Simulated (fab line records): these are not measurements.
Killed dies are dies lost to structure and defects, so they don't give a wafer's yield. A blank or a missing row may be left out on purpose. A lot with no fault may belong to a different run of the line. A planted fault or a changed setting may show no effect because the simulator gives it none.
Problem report, 8D (eight disciplines) form, completed by code	flow nandHarc	the parts of the form that need people (team, actions taken, sign-off) are left out

== 1. WHAT IS WRONG ==
Mean of runLengthS at NHARC_A_STAIRCASE_ETCH_192: 74.60 s across 6 wafers in 2 lots; on wafers with no fault it is 61.78 s (standard deviation 0.3). That is +43 standard deviations from the usual mean.
The step: etches the open film in C4F8/O2, target depth 100 nm, time 40.5 s.
First observed at day 15 12:17: wafer L175.2, on rieDiel-02. The record holds 42 wafers of 14 lots with a number at this step. The rule behind "out" and "out of limits": a value lying over 4 standard deviations away from the usual mean. The rest of the wafers with a number are treated as sound.

== 2. WHAT IT IS AND WHAT IT IS NOT ==
question	is	is not
which readings at this step	runLengthS	oesProductAu, rfFwdPowerW, rfVppV
which lots	L175, L176	L157, L158, L159, L160, L161, L162, L163, L164, L165, L166, L169, L178
which wafers of those lots	all that have a number	-
read on which tools	rieDiel-02	rieDiel-03, rieDiel-11
when	from day 15 12:17	up to then (33 sound wafers); but 3 sound wafers of L178 came after

== 3. SUSPECTS, AND WHAT RULES EACH OUT ==
Counting: a tool at a process step up to the reading stays a suspect if it ran every lot that is out and no sound lot after the first of them.
- rieDiel-02 at NHARC_A_STAIRCASE_ETCH_192 (etches the open film in C4F8/O2, target depth 100 nm, time 40.5 s): kept. It processed each lot that is out, first L175 at day 15 12:17, and no sound lot thereafter; up to then, the last sound lot it processed was L165 at day 13 07:10. Out on those wafers are its own readings of runLengthS.
Left after counting: rieDiel-02 at NHARC_A_STAIRCASE_ETCH_192.

== 4. THE CAUSE (what the simulator had put in) ==
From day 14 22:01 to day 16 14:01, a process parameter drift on rieDiel-02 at NHARC_A_STAIRCASE_ETCH_192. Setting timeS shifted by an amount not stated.
Counting left only this tool.

== 5. THE CHAIN OF EFFECTS, in route order ==
Each row: a reading where the mean over the struck wafers with a number is more than 3 standard deviations away from the usual. Scope: only readings with a usual standard deviation given in the record; hours: median across lots of the time from each lot's start at the first step in this table that gives one to its start at this step; sigmas: change in usual standard deviations.
hours	step	reading	usual	on struck wafers	change	sigmas
0	NHARC_A_STAIRCASE_ETCH_192	runLengthS	61.78 s	74.60	+12.82	+43
Here are the process steps it includes:
- NHARC_A_STAIRCASE_ETCH_192: etches the open film in C4F8/O2, target depth 100 nm, time 40.5 s.

== 6. WHAT WOULD HAVE CAUGHT IT SOONER ==
The fault began at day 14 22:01; the first out-of-limits reading in this record came at day 15 12:17, 14 hours later.
